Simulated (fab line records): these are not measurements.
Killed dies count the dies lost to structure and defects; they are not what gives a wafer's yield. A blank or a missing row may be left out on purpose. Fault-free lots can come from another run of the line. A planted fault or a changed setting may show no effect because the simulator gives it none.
Which tool did it? || flow n5_finfet || Sampling: 24 lots, 72 wafers, 6 of 1938 route steps

WHAT EACH GAUGE READ, for each wafer
N5_WELL_APT_CD_MEAS_25: the cd target is 200 nm.
{"lot": "L074", "measured": "day 1 14:56", "on": "cd_sem-02", "cd_nm (nm)": "196.9 199.9 201.5"}
{"lot": "L075", "measured": "day 1 21:11", "on": "cd_sem-01", "cd_nm (nm)": "199.2 196.3 202.1"}
{"lot": "L076", "measured": "day 2 03:07", "on": "cd_sem-01", "cd_nm (nm)": "200.9 201.0 199.8"}
{"lot": "L077", "measured": "day 2 08:49", "on": "cd_sem-02", "cd_nm (nm)": "203.2 198.9 200.7"}
{"lot": "L078", "measured": "day 2 15:30", "on": "cd_sem-03", "cd_nm (nm)": "197.3 200.1 200.2"}
{"lot": "L079", "measured": "day 2 20:49", "on": "cd_sem-03", "cd_nm (nm)": "194.4 199.3 197.6"}
{"lot": "L080", "measured": "day 3 02:43", "on": "cd_sem-02", "cd_nm (nm)": "202.9 202.0 200.5"}
{"lot": "L081", "measured": "day 3 08:56", "on": "cd_sem-01", "cd_nm (nm)": "198.4 206.4 199.4"}
{"lot": "L082", "measured": "day 3 14:57", "on": "cd_sem-01", "cd_nm (nm)": "199.2 204.5 197.3"}
{"lot": "L083", "measured": "day 3 21:25", "on": "cd_sem-01", "cd_nm (nm)": "197.8 206.5 198.7"}
{"lot": "L084", "measured": "day 4 02:56", "on": "cd_sem-03", "cd_nm (nm)": "199.4 201.0 204.4"}
{"lot": "L085", "measured": "day 4 08:56", "on": "cd_sem-01", "cd_nm (nm)": "200.7 205.1 201.1"}
{"lot": "L086", "measured": "day 4 14:51", "on": "cd_sem-02", "cd_nm (nm)": "202.9 206.0 198.4"}
{"lot": "L087", "measured": "day 4 20:59", "on": "cd_sem-01", "cd_nm (nm)": "203.0 201.0 205.6"}
{"lot": "L088", "measured": "day 5 03:03", "on": "cd_sem-02", "cd_nm (nm)": "196.4 201.9 202.4"}
{"lot": "L089", "measured": "day 5 09:04", "on": "cd_sem-01", "cd_nm (nm)": "205.6 200.2 199.3"}
{"lot": "L090", "measured": "day 5 14:58", "on": "cd_sem-01", "cd_nm (nm)": "202.6 205.5 200.5"}
{"lot": "L091", "measured": "day 5 20:58", "on": "cd_sem-03", "cd_nm (nm)": "197.6 198.2 196.6"}
{"lot": "L092", "measured": "day 6 03:47", "on": "cd_sem-01", "cd_nm (nm)": "196.3 198.5 201.2"}
{"lot": "L093", "measured": "day 6 09:31", "on": "cd_sem-02", "cd_nm (nm)": "194.8 200.0 198.2"}
{"lot": "L094", "measured": "day 6 14:50", "on": "cd_sem-02", "cd_nm (nm)": "198.3 204.5 198.5"}
{"lot": "L095", "measured": "day 6 20:48", "on": "cd_sem-02", "cd_nm (nm)": "201.8 201.6 199.3"}
{"lot": "L096", "measured": "day 7 02:54", "on": "cd_sem-01", "cd_nm (nm)": "203.6 201.7 199.7"}
{"lot": "L097", "measured": "day 7 09:15", "on": "cd_sem-02", "cd_nm (nm)": "202.0 201.0 206.7"}

N5_PMOS_HMC_CHANNEL_EPI_INSPECT_30: inspects for defects (darkfield).
{"lot": "L074", "measured": "day 1 21:35", "on": "defect_inspect-01", "raw_defect_count": "11 28 24"}
{"lot": "L075", "measured": "day 2 03:05", "on": "defect_inspect-01", "raw_defect_count": "17 17 12"}
{"lot": "L076", "measured": "day 2 08:26", "on": "defect_inspect-01", "raw_defect_count": "10 28 13"}
{"lot": "L077", "measured": "day 2 14:56", "on": "defect_inspect-01", "raw_defect_count": "23 16 15"}
{"lot": "L078", "measured": "day 2 20:44", "on": "defect_inspect-02", "raw_defect_count": "13 18 20"}
{"lot": "L079", "measured": "day 3 02:20", "on": "defect_inspect-02", "raw_defect_count": "18 27 23"}
{"lot": "L080", "measured": "day 3 07:44", "on": "defect_inspect-01", "raw_defect_count": "16 11 13"}
{"lot": "L081", "measured": "day 3 14:16", "on": "defect_inspect-02", "raw_defect_count": "22 24 10"}
{"lot": "L082", "measured": "day 3 20:16", "on": "defect_inspect-02", "raw_defect_count": "16 10 11"}
{"lot": "L083", "measured": "day 4 02:47", "on": "defect_inspect-01", "raw_defect_count": "22 10 14"}
{"lot": "L084", "measured": "day 4 07:55", "on": "defect_inspect-01", "raw_defect_count": "16 17 9"}
{"lot": "L085", "measured": "day 4 14:26", "on": "defect_inspect-02", "raw_defect_count": "14 19 25"}
{"lot": "L086", "measured": "day 4 20:20", "on": "defect_inspect-01", "raw_defect_count": "10 23 17"}
{"lot": "L087", "measured": "day 5 02:07", "on": "defect_inspect-01", "raw_defect_count": "11 21 16"}
{"lot": "L088", "measured": "day 5 08:14", "on": "defect_inspect-01", "raw_defect_count": "17 14 16"}
{"lot": "L089", "measured": "day 5 14:44", "on": "defect_inspect-01", "raw_defect_count": "9 19 23"}
{"lot": "L090", "measured": "day 5 19:52", "on": "defect_inspect-01", "raw_defect_count": "38 14 19"}
{"lot": "L091", "measured": "day 6 02:59", "on": "defect_inspect-01", "raw_defect_count": "17 15 13"}
{"lot": "L092", "measured": "day 6 08:57", "on": "defect_inspect-02", "raw_defect_count": "14 20 16"}
{"lot": "L093", "measured": "day 6 14:33", "on": "defect_inspect-01", "raw_defect_count": "10 27 36"}
{"lot": "L094", "measured": "day 6 19:52", "on": "defect_inspect-02", "raw_defect_count": "18 15 16"}
{"lot": "L095", "measured": "day 7 01:53", "on": "defect_inspect-02", "raw_defect_count": "13 15 23"}
{"lot": "L096", "measured": "day 7 08:27", "on": "defect_inspect-02", "raw_defect_count": "14 13 12"}
{"lot": "L097", "measured": "day 7 14:14", "on": "defect_inspect-02", "raw_defect_count": "18 23 22"}

N5_FIN_SAQP_THK_MEAS_07.
{"lot": "L074", "measured": "day 1 22:53", "on": "film_metro-01", "thk_nm (nm)": "60.2 60.5 61.0"}
{"lot": "L075", "measured": "day 2 04:00", "on": "film_metro-02", "thk_nm (nm)": "60.4 60.1 59.4"}
{"lot": "L076", "measured": "day 2 09:23", "on": "film_metro-01", "thk_nm (nm)": "59.5 60.5 60.7"}
{"lot": "L077", "measured": "day 2 15:52", "on": "film_metro-01", "thk_nm (nm)": "59.4 61.6 59.5"}
{"lot": "L078", "measured": "day 2 21:41", "on": "film_metro-01", "thk_nm (nm)": "60.2 61.5 60.7"}
{"lot": "L079", "measured": "day 3 03:17", "on": "film_metro-02", "thk_nm (nm)": "59.7 60.4 60.6"}
{"lot": "L080", "measured": "day 3 08:58", "on": "film_metro-01", "thk_nm (nm)": "59.0 59.2 59.1"}
{"lot": "L081", "measured": "day 3 15:10", "on": "film_metro-01", "thk_nm (nm)": "59.7 59.9 59.4"}
{"lot": "L082", "measured": "day 3 22:00", "on": "film_metro-01", "thk_nm (nm)": "60.1 60.3 60.8"}
{"lot": "L083", "measured": "day 4 05:10", "on": "film_metro-01", "thk_nm (nm)": "60.8 62.5 62.2"}
{"lot": "L084", "measured": "day 4 09:35", "on": "film_metro-01", "thk_nm (nm)": "59.8 60.5 60.8"}
{"lot": "L085", "measured": "day 4 15:18", "on": "film_metro-01", "thk_nm (nm)": "58.6 58.8 59.3"}
{"lot": "L086", "measured": "day 4 22:58", "on": "film_metro-02", "thk_nm (nm)": "59.0 59.7 58.8"}
{"lot": "L087", "measured": "day 5 04:04", "on": "film_metro-02", "thk_nm (nm)": "58.1 58.4 60.2"}
{"lot": "L088", "measured": "day 5 09:04", "on": "film_metro-02", "thk_nm (nm)": "58.8 59.4 59.2"}
{"lot": "L089", "measured": "day 5 16:02", "on": "film_metro-01", "thk_nm (nm)": "61.1 59.0 60.5"}
{"lot": "L090", "measured": "day 5 21:01", "on": "film_metro-02", "thk_nm (nm)": "57.8 59.0 59.3"}
{"lot": "L091", "measured": "day 6 04:05", "on": "film_metro-02", "thk_nm (nm)": "58.6 60.0 59.6"}
{"lot": "L092", "measured": "day 6 09:47", "on": "film_metro-02", "thk_nm (nm)": "61.1 59.0 59.4"}
{"lot": "L093", "measured": "day 6 15:25", "on": "film_metro-02", "thk_nm (nm)": "60.6 62.1 60.0"}
{"lot": "L094", "measured": "day 6 20:44", "on": "film_metro-02", "thk_nm (nm)": "60.9 61.4 62.7"}
{"lot": "L095", "measured": "day 7 02:48", "on": "film_metro-01", "thk_nm (nm)": "59.3 60.5 59.5"}
{"lot": "L096", "measured": "day 7 09:17", "on": "film_metro-01", "thk_nm (nm)": "58.8 57.1 61.3"}
{"lot": "L097", "measured": "day 7 15:05", "on": "film_metro-02", "thk_nm (nm)": "57.4 59.2 61.4"}

N5_FIN_SAQP_CD_MEAS_31: the cd target is 8 nm.
{"lot": "L074", "measured": "day 2 03:55", "on": "cd_sem-03", "cd_nm (nm)": "7.97 7.90 8.32"}
{"lot": "L075", "measured": "day 2 08:26", "on": "cd_sem-02", "cd_nm (nm)": "7.81 7.69 7.49"}
{"lot": "L076", "measured": "day 2 13:31", "on": "cd_sem-01", "cd_nm (nm)": "8.07 8.11 8.47"}
{"lot": "L077", "measured": "day 2 21:07", "on": "cd_sem-03", "cd_nm (nm)": "8.21 8.13 7.78"}
{"lot": "L078", "measured": "day 3 02:16", "on": "cd_sem-01", "cd_nm (nm)": "7.96 8.24 8.19"}
{"lot": "L079", "measured": "day 3 08:34", "on": "cd_sem-01", "cd_nm (nm)": "8.49 8.42 7.79"}
{"lot": "L080", "measured": "day 3 13:26", "on": "cd_sem-01", "cd_nm (nm)": "7.64 8.00 8.24"}
{"lot": "L081", "measured": "day 3 19:37", "on": "cd_sem-01", "cd_nm (nm)": "7.97 8.14 7.97"}
{"lot": "L082", "measured": "day 4 02:27", "on": "cd_sem-02", "cd_nm (nm)": "8.08 8.06 8.21"}
{"lot": "L083", "measured": "day 4 10:02", "on": "cd_sem-03", "cd_nm (nm)": "8.18 8.12 8.13"}
{"lot": "L084", "measured": "day 4 14:35", "on": "cd_sem-02", "cd_nm (nm)": "8.14 8.31 8.03"}
{"lot": "L085", "measured": "day 4 20:00", "on": "cd_sem-01", "cd_nm (nm)": "8.25 7.65 8.29"}
{"lot": "L086", "measured": "day 5 04:04", "on": "cd_sem-03", "cd_nm (nm)": "8.02 8.14 8.18"}
{"lot": "L087", "measured": "day 5 08:17", "on": "cd_sem-01", "cd_nm (nm)": "8.49 8.15 8.39"}
{"lot": "L088", "measured": "day 5 13:28", "on": "cd_sem-02", "cd_nm (nm)": "8.05 7.89 8.08"}
{"lot": "L089", "measured": "day 5 20:19", "on": "cd_sem-01", "cd_nm (nm)": "7.93 7.80 8.08"}
{"lot": "L090", "measured": "day 6 01:10", "on": "cd_sem-02", "cd_nm (nm)": "8.32 8.31 8.04"}
{"lot": "L091", "measured": "day 6 09:01", "on": "cd_sem-03", "cd_nm (nm)": "7.77 7.81 8.29"}
{"lot": "L092", "measured": "day 6 14:04", "on": "cd_sem-01", "cd_nm (nm)": "8.09 8.16 8.21"}
{"lot": "L093", "measured": "day 6 19:32", "on": "cd_sem-03", "cd_nm (nm)": "8.01 7.93 8.08"}
{"lot": "L094", "measured": "day 7 02:32", "on": "cd_sem-03", "cd_nm (nm)": "7.90 7.94 7.78"}
{"lot": "L095", "measured": "day 7 07:11", "on": "cd_sem-01", "cd_nm (nm)": "7.95 7.75 7.84"}
{"lot": "L096", "measured": "day 7 15:46", "on": "cd_sem-01", "cd_nm (nm)": "8.35 8.00 8.21"}
{"lot": "L097", "measured": "day 7 19:43", "on": "cd_sem-03", "cd_nm (nm)": "8.14 8.01 8.48"}

EACH LOT AND THE TOOL THAT RAN IT (in order: tool; ch and the chambers of the sampled wafers; start)
{"lot": "L074", "N5_FIN_SAQP_RECESS_75": "vapor_etch-02 ch 0,1, day 2 01:04", "N5_FIN_SAQP_STRIP_70": "rie_diel-05 ch 0,2,3, day 2 03:11"}
{"lot": "L075", "N5_FIN_SAQP_RECESS_75": "vapor_etch-01 ch 0,1, day 2 05:24", "N5_FIN_SAQP_STRIP_70": "rie_diel-01 ch 0,1,2, day 2 07:23"}
{"lot": "L076", "N5_FIN_SAQP_RECESS_75": "vapor_etch-01 ch 1, day 2 10:33", "N5_FIN_SAQP_STRIP_70": "rie_diel-04 ch 0,1, day 2 12:40"}
{"lot": "L077", "N5_FIN_SAQP_RECESS_75": "vapor_etch-02 ch 0,1, day 2 17:03", "N5_FIN_SAQP_STRIP_70": "rie_diel-01 ch 0,1,2, day 2 20:22"}
{"lot": "L078", "N5_FIN_SAQP_RECESS_75": "vapor_etch-02 ch 0, day 2 22:59", "N5_FIN_SAQP_STRIP_70": "rie_diel-01 ch 2,3, day 3 01:06"}
{"lot": "L079", "N5_FIN_SAQP_RECESS_75": "vapor_etch-02 ch 0, day 3 04:56", "N5_FIN_SAQP_STRIP_70": "rie_diel-04 ch 1,2, day 3 07:49"}
{"lot": "L080", "N5_FIN_SAQP_RECESS_75": "vapor_etch-02 ch 0,1, day 3 10:21", "N5_FIN_SAQP_STRIP_70": "rie_diel-05 ch 0,1,3, day 3 12:41"}
{"lot": "L081", "N5_FIN_SAQP_RECESS_75": "vapor_etch-02 ch 0,1, day 3 16:28", "N5_FIN_SAQP_STRIP_70": "rie_diel-01 ch 0,2,3, day 3 18:53"}
{"lot": "L082", "N5_FIN_SAQP_RECESS_75": "vapor_etch-02 ch 0,1, day 3 23:19", "N5_FIN_SAQP_STRIP_70": "rie_diel-01 ch 0,1,2, day 4 01:43"}
{"lot": "L083", "N5_FIN_SAQP_RECESS_75": "vapor_etch-02 ch 0,1, day 4 06:37", "N5_FIN_SAQP_STRIP_70": "rie_diel-04 ch 0,2,3, day 4 08:44"}
{"lot": "L084", "N5_FIN_SAQP_RECESS_75": "vapor_etch-02 ch 0,1, day 4 11:07", "N5_FIN_SAQP_STRIP_70": "rie_diel-05 ch 0,3, day 4 13:14"}
{"lot": "L085", "N5_FIN_SAQP_RECESS_75": "vapor_etch-02 ch 0,1, day 4 16:35", "N5_FIN_SAQP_STRIP_70": "rie_diel-01 ch 1,2,3, day 4 18:50"}
{"lot": "L086", "N5_FIN_SAQP_RECESS_75": "vapor_etch-02 ch 0,1, day 5 00:18", "N5_FIN_SAQP_STRIP_70": "rie_diel-04 ch 0,1,2, day 5 02:49"}
{"lot": "L087", "N5_FIN_SAQP_RECESS_75": "vapor_etch-02 ch 0,1, day 5 05:23", "N5_FIN_SAQP_STRIP_70": "rie_diel-05 ch 0,1,2, day 5 07:34"}
{"lot": "L088", "N5_FIN_SAQP_RECESS_75": "vapor_etch-01 ch 0,1, day 5 10:36", "N5_FIN_SAQP_STRIP_70": "rie_diel-05 ch 0,1, day 5 12:44"}
{"lot": "L089", "N5_FIN_SAQP_RECESS_75": "vapor_etch-01 ch 0,1, day 5 17:20", "N5_FIN_SAQP_STRIP_70": "rie_diel-05 ch 1,2,3, day 5 19:33"}
{"lot": "L090", "N5_FIN_SAQP_RECESS_75": "vapor_etch-02 ch 0, day 5 22:17", "N5_FIN_SAQP_STRIP_70": "rie_diel-04 ch 1,2, day 6 00:27"}
{"lot": "L091", "N5_FIN_SAQP_RECESS_75": "vapor_etch-01 ch 0,1, day 6 05:22", "N5_FIN_SAQP_STRIP_70": "rie_diel-05 ch 0,1, day 6 08:16"}
{"lot": "L092", "N5_FIN_SAQP_RECESS_75": "vapor_etch-02 ch 1, day 6 11:13", "N5_FIN_SAQP_STRIP_70": "rie_diel-05 ch 0,2, day 6 13:20"}
{"lot": "L093", "N5_FIN_SAQP_RECESS_75": "vapor_etch-01 ch 0,1, day 6 16:42", "N5_FIN_SAQP_STRIP_70": "rie_diel-05 ch 1,2, day 6 18:49"}
{"lot": "L094", "N5_FIN_SAQP_RECESS_75": "vapor_etch-01 ch 0,1, day 6 22:22", "N5_FIN_SAQP_STRIP_70": "rie_diel-01 ch 0,2,3, day 7 01:35"}
{"lot": "L095", "N5_FIN_SAQP_RECESS_75": "vapor_etch-01 ch 0,1, day 7 04:13", "N5_FIN_SAQP_STRIP_70": "rie_diel-04 ch 0,2,3, day 7 06:28"}
{"lot": "L096", "N5_FIN_SAQP_RECESS_75": "vapor_etch-01 ch 0,1, day 7 11:11", "N5_FIN_SAQP_STRIP_70": "rie_diel-01 ch 0,1,3, day 7 14:37"}
{"lot": "L097", "N5_FIN_SAQP_RECESS_75": "vapor_etch-02 ch 0,1, day 7 16:38", "N5_FIN_SAQP_STRIP_70": "rie_diel-05 ch 0,1,3, day 7 18:53"}
- N5_FIN_SAQP_RECESS_75: chemistry HF/NH3, target SiO2, target depth 14.4 nm, afs cycles 3, sublimation time 60 s.
- N5_FIN_SAQP_STRIP_70: strips in N2/H2.

AS READ BY THE TOOLS THEMSELVES (means over the sampled wafers that have a number; for cases with no such wafer, the mark the record gives instead)
N5_FIN_SAQP_RECESS_75.
{"lot": "L074", "tool": "vapor_etch-02", "drypump_motor_current_A (A)": 5.4, "temp_c (C)": 29.98}
{"lot": "L075", "tool": "vapor_etch-01", "drypump_motor_current_A (A)": 5.9, "temp_c (C)": 29.90}
{"lot": "L076", "tool": "vapor_etch-01", "drypump_motor_current_A (A)": 5.9, "temp_c (C)": 30.05}
{"lot": "L077", "tool": "vapor_etch-02", "drypump_motor_current_A (A)": 5.4, "temp_c (C)": 30.04}
{"lot": "L078", "tool": "vapor_etch-02", "drypump_motor_current_A (A)": 5.6, "temp_c (C)": 29.90}
{"lot": "L079", "tool": "vapor_etch-02", "drypump_motor_current_A (A)": 5.6, "temp_c (C)": 29.99}
{"lot": "L080", "tool": "vapor_etch-02", "drypump_motor_current_A (A)": 5.2, "temp_c (C)": 30.01}
{"lot": "L081", "tool": "vapor_etch-02", "drypump_motor_current_A (A)": 5.3, "temp_c (C)": 29.95}
{"lot": "L082", "tool": "vapor_etch-02", "drypump_motor_current_A (A)": 5.2, "temp_c (C)": 30.03}
{"lot": "L083", "tool": "vapor_etch-02", "drypump_motor_current_A (A)": 5.4, "temp_c (C)": 29.96}
{"lot": "L084", "tool": "vapor_etch-02", "drypump_motor_current_A (A)": 5.3, "temp_c (C)": 30.11}
{"lot": "L085", "tool": "vapor_etch-02", "drypump_motor_current_A (A)": 5.4, "temp_c (C)": 29.96}
{"lot": "L086", "tool": "vapor_etch-02", "drypump_motor_current_A (A)": 5.3, "temp_c (C)": 29.95}
{"lot": "L087", "tool": "vapor_etch-02", "drypump_motor_current_A (A)": 5.3, "temp_c (C)": 29.99}
{"lot": "L088", "tool": "vapor_etch-01", "drypump_motor_current_A (A)": 6.0, "temp_c (C)": 30.04}
{"lot": "L089", "tool": "vapor_etch-01", "drypump_motor_current_A (A)": 6.0, "temp_c (C)": 29.99}
{"lot": "L090", "tool": "vapor_etch-02", "drypump_motor_current_A (A)": 5.6, "temp_c (C)": 30.01}
{"lot": "L091", "tool": "vapor_etch-01", "drypump_motor_current_A (A)": 5.9, "temp_c (C)": 29.99}
{"lot": "L092", "tool": "vapor_etch-02", "drypump_motor_current_A (A)": 5.1, "temp_c (C)": 29.92}
{"lot": "L093", "tool": "vapor_etch-01", "drypump_motor_current_A (A)": 6.0, "temp_c (C)": 30.03}
{"lot": "L094", "tool": "vapor_etch-01", "drypump_motor_current_A (A)": 6.0, "temp_c (C)": 30.01}
{"lot": "L095", "tool": "vapor_etch-01", "drypump_motor_current_A (A)": 6.0, "temp_c (C)": 29.92}
{"lot": "L096", "tool": "vapor_etch-01", "drypump_motor_current_A (A)": 5.9, "temp_c (C)": 30.00}
{"lot": "L097", "tool": "vapor_etch-02", "drypump_motor_current_A (A)": 5.2, "temp_c (C)": 29.94}

N5_FIN_SAQP_STRIP_70.
{"lot": "L074", "tool": "rie_diel-05", "bias_power_w (W)": 28.03, "drypump_motor_current_A (A)": 5.3, "oes_product_au (a.u.)": 0.75, "rf_vpp_V (V)": 120.9, "showerhead_plenum_p_Torr (Torr)": 3.28, "temp_c (C)": 40.07, "throttle_valve_pct (%)": 18.5}
{"lot": "L075", "tool": "rie_diel-01", "bias_power_w (W)": 28.01, "drypump_motor_current_A (A)": 5.7, "oes_product_au (a.u.)": 0.78, "rf_vpp_V (V)": 122.6, "showerhead_plenum_p_Torr (Torr)": 3.47, "temp_c (C)": 39.99, "throttle_valve_pct (%)": 19.2}
{"lot": "L076", "tool": "rie_diel-04", "bias_power_w (W)": 27.92, "drypump_motor_current_A (A)": 6.0, "oes_product_au (a.u.)": 0.79, "rf_vpp_V (V)": 121.4, "showerhead_plenum_p_Torr (Torr)": 3.30, "temp_c (C)": 40.02, "throttle_valve_pct (%)": 18.9}
{"lot": "L077", "tool": "rie_diel-01", "bias_power_w (W)": 28.02, "drypump_motor_current_A (A)": 5.8, "oes_product_au (a.u.)": 0.77, "rf_vpp_V (V)": 122.1, "showerhead_plenum_p_Torr (Torr)": 3.47, "temp_c (C)": 39.87, "throttle_valve_pct (%)": 19.2}
{"lot": "L078", "tool": "rie_diel-01", "bias_power_w (W)": 27.96, "drypump_motor_current_A (A)": 5.1, "oes_product_au (a.u.)": 0.79, "rf_vpp_V (V)": 122.2, "showerhead_plenum_p_Torr (Torr)": 3.28, "temp_c (C)": 40.02, "throttle_valve_pct (%)": 19.0}
{"lot": "L079", "tool": "rie_diel-04", "bias_power_w (W)": 27.99, "drypump_motor_current_A (A)": 5.8, "oes_product_au (a.u.)": 0.71, "rf_vpp_V (V)": 122.5, "showerhead_plenum_p_Torr (Torr)": 3.37, "temp_c (C)": 40.01, "throttle_valve_pct (%)": 19.2}
{"lot": "L080", "tool": "rie_diel-05", "bias_power_w (W)": 28.00, "drypump_motor_current_A (A)": 5.6, "oes_product_au (a.u.)": 0.76, "rf_vpp_V (V)": 120.8, "showerhead_plenum_p_Torr (Torr)": 3.25, "temp_c (C)": 40.11, "throttle_valve_pct (%)": 18.7}
{"lot": "L081", "tool": "rie_diel-01", "bias_power_w (W)": 27.97, "drypump_motor_current_A (A)": 5.5, "oes_product_au (a.u.)": 0.75, "rf_vpp_V (V)": 122.4, "showerhead_plenum_p_Torr (Torr)": 3.35, "temp_c (C)": 39.97, "throttle_valve_pct (%)": 19.1}
{"lot": "L082", "tool": "rie_diel-01", "bias_power_w (W)": 27.95, "drypump_motor_current_A (A)": 5.7, "oes_product_au (a.u.)": 0.77, "rf_vpp_V (V)": 122.0, "showerhead_plenum_p_Torr (Torr)": 3.46, "temp_c (C)": 39.98, "throttle_valve_pct (%)": 19.2}
{"lot": "L083", "tool": "rie_diel-04", "bias_power_w (W)": 27.98, "drypump_motor_current_A (A)": 5.6, "oes_product_au (a.u.)": 0.87, "rf_vpp_V (V)": 121.5, "showerhead_plenum_p_Torr (Torr)": 3.35, "temp_c (C)": 39.94, "throttle_valve_pct (%)": 18.8}
{"lot": "L084", "tool": "rie_diel-05", "bias_power_w (W)": 27.98, "drypump_motor_current_A (A)": 5.4, "oes_product_au (a.u.)": 0.72, "rf_vpp_V (V)": 121.6, "showerhead_plenum_p_Torr (Torr)": 3.18, "temp_c (C)": 39.82, "throttle_valve_pct (%)": 18.6}
{"lot": "L085", "tool": "rie_diel-01", "bias_power_w (W)": 27.99, "drypump_motor_current_A (A)": 5.3, "oes_product_au (a.u.)": 0.79, "rf_vpp_V (V)": 121.8, "showerhead_plenum_p_Torr (Torr)": 3.39, "temp_c (C)": 39.99, "throttle_valve_pct (%)": 19.1}
{"lot": "L086", "tool": "rie_diel-04", "bias_power_w (W)": 27.99, "drypump_motor_current_A (A)": 5.8, "oes_product_au (a.u.)": 0.84, "rf_vpp_V (V)": 120.3, "showerhead_plenum_p_Torr (Torr)": 3.35, "temp_c (C)": 40.03, "throttle_valve_pct (%)": 18.9}
{"lot": "L087", "tool": "rie_diel-05", "bias_power_w (W)": 27.89, "drypump_motor_current_A (A)": 5.5, "oes_product_au (a.u.)": 0.76, "rf_vpp_V (V)": 121.2, "showerhead_plenum_p_Torr (Torr)": 3.33, "temp_c (C)": 40.03, "throttle_valve_pct (%)": 18.8}
{"lot": "L088", "tool": "rie_diel-05", "bias_power_w (W)": 27.88, "drypump_motor_current_A (A)": 5.5, "oes_product_au (a.u.)": 0.78, "rf_vpp_V (V)": 121.5, "showerhead_plenum_p_Torr (Torr)": 3.27, "temp_c (C)": 40.00, "throttle_valve_pct (%)": 19.0}
{"lot": "L089", "tool": "rie_diel-05", "bias_power_w (W)": 28.03, "drypump_motor_current_A (A)": 5.7, "oes_product_au (a.u.)": 0.74, "rf_vpp_V (V)": 121.9, "showerhead_plenum_p_Torr (Torr)": 3.30, "temp_c (C)": 40.08, "throttle_valve_pct (%)": 18.5}
{"lot": "L090", "tool": "rie_diel-04", "bias_power_w (W)": 28.04, "drypump_motor_current_A (A)": 6.0, "oes_product_au (a.u.)": 0.81, "rf_vpp_V (V)": 121.6, "showerhead_plenum_p_Torr (Torr)": 3.29, "temp_c (C)": 40.07, "throttle_valve_pct (%)": 18.9}
{"lot": "L091", "tool": "rie_diel-05", "bias_power_w (W)": 28.08, "drypump_motor_current_A (A)": 5.8, "oes_product_au (a.u.)": 0.79, "rf_vpp_V (V)": 122.3, "showerhead_plenum_p_Torr (Torr)": 3.30, "temp_c (C)": 39.84, "throttle_valve_pct (%)": 19.0}
{"lot": "L092", "tool": "rie_diel-05", "bias_power_w (W)": 28.00, "drypump_motor_current_A (A)": 5.2, "oes_product_au (a.u.)": 0.73, "rf_vpp_V (V)": 122.1, "showerhead_plenum_p_Torr (Torr)": 3.35, "temp_c (C)": 39.91, "throttle_valve_pct (%)": 18.5}
{"lot": "L093", "tool": "rie_diel-05", "bias_power_w (W)": 27.90, "drypump_motor_current_A (A)": 5.6, "oes_product_au (a.u.)": 0.74, "rf_vpp_V (V)": 123.0, "showerhead_plenum_p_Torr (Torr)": 3.39, "temp_c (C)": 40.13, "throttle_valve_pct (%)": 18.5}
{"lot": "L094", "tool": "rie_diel-01", "bias_power_w (W)": 28.01, "drypump_motor_current_A (A)": 5.5, "oes_product_au (a.u.)": 0.73, "rf_vpp_V (V)": 121.8, "showerhead_plenum_p_Torr (Torr)": 3.33, "temp_c (C)": 39.96, "throttle_valve_pct (%)": 19.1}
{"lot": "L095", "tool": "rie_diel-04", "bias_power_w (W)": 27.97, "drypump_motor_current_A (A)": 5.6, "oes_product_au (a.u.)": 0.82, "rf_vpp_V (V)": 121.3, "showerhead_plenum_p_Torr (Torr)": 3.34, "temp_c (C)": 39.97, "throttle_valve_pct (%)": 18.8}
{"lot": "L096", "tool": "rie_diel-01", "bias_power_w (W)": 27.99, "drypump_motor_current_A (A)": 5.7, "oes_product_au (a.u.)": 0.76, "rf_vpp_V (V)": 122.0, "showerhead_plenum_p_Torr (Torr)": 3.39, "temp_c (C)": 40.06, "throttle_valve_pct (%)": 18.9}
{"lot": "L097", "tool": "rie_diel-05", "bias_power_w (W)": 27.98, "drypump_motor_current_A (A)": 5.6, "oes_product_au (a.u.)": 0.74, "rf_vpp_V (V)": 121.1, "showerhead_plenum_p_Torr (Torr)": 3.23, "temp_c (C)": 39.94, "throttle_valve_pct (%)": 18.8}

THE ANSWER, worked out from the rows above alone
Rule: the usual values come from the lots themselves. The widest of any qualifying gaps counts: lots, ordered by their means at a reading, are off when they make up no more than a third of the lots, leave a main group of 4 or more, and stand apart from it by 3 or more times the standard deviation of that group's means. If all means in a main group match to the digits the tables above print for the reading, that group is not used. Also off: a lot with no number at a reading for which 4 or more lots have one. All remaining lots with rows at the step are treated as sound. After the gauges, taken in route order, come the tools' own readings; for these a lot's mean is taken, as printed above. The first step at which some lot is off is used, and at that step the reading that is off furthest; a lot without a number counts as furthest.
No lot is off at any reading shown: from this, nothing can be told.

WHAT HAD BEEN PUT IN BY THE SIMULATOR
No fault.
